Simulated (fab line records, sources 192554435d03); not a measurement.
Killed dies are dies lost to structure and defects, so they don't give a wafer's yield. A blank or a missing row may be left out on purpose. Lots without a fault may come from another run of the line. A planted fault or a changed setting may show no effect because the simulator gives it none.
Problem report in the 8D (eight disciplines) form, filled by code | flow n5_finfet | the parts of the form that need people (team, actions taken, sign-off) are left out

1. THE PROBLEM
spin_speed_rpm at N5_BEOL_M15_COAT_04 reads a mean of 1964.1 rpm on 6 wafers of 2 lots; wafers without a fault read 1704.2 rpm with a standard deviation of 1.1. That is +99 or more standard deviations from the usual mean.
The step: resist thk 800 nm.
First seen on wafer L815.1, day 15 04:53, on litho_track-04. The record holds 33 wafers of 12 lots with a number at this step. Rule for "out", or "out of limits": more than 4 standard deviations from the usual mean. The other wafers with a number count as sound.

2. WHAT IT IS AND WHAT IT IS NOT
question                    | is                     | is not
which readings at this step | spin_speed_rpm         | exhaust_pa
which lots                  | L815, L817             | L804, L805, L806, L808, L809, L812, L813, L820, L822, L823
which wafers of those lots  | all that have a number | -
read on which tools         | litho_track-04         | litho_track-03, litho_track-05
when                        | from day 15 04:53      | up to then (20 sound wafers); but 7 sound wafers of L820, L822, L823 came after

3. SUSPECTS, AND WHAT RULES EACH OUT
Counting: a tool at a process step up to the reading stays a suspect if it ran every lot that is out and no sound lot after the first of them.
- litho_track-04 at N5_BEOL_M15_COAT_04 (resist thk 800 nm): kept. It ran every lot that is out, first L815 (day 15 04:53), and no sound lot after that; its last sound lot up to then is L812 (day 13 17:04). Its own readings are out on those wafers: spin_speed_rpm.
Left after counting: litho_track-04 at N5_BEOL_M15_COAT_04.

4. THE CAUSE (what the simulator had put in)
Process parameter drift: litho_track-04, from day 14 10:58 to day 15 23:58, at N5_BEOL_M15_COAT_04. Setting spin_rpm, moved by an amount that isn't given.
Counting left only this tool.

5. THE CHAIN OF EFFECTS, in route order
Each row: a reading whose mean over the struck wafers that have a number lies more than 3 standard deviations from the usual. Only readings for which the record gives a usual standard deviation are gone through. hours: the time from each lot's start at the first step in this table that gives one to its start at this step, as a median over the lots. sigmas: the change in usual standard deviations.
hours | step                | reading        | usual      | on struck wafers | change | sigmas
0     | N5_BEOL_M15_COAT_04 | spin_speed_rpm | 1704.2 rpm | 1964.1           | +259.9 | +99 or more
The process steps in it:
- N5_BEOL_M15_COAT_04: resist thk 800 nm.

6. WHAT WOULD HAVE CAUGHT IT SOONER
In this record the first reading out of limits was taken at day 15 04:53, 18 hours after the fault began at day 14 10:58.
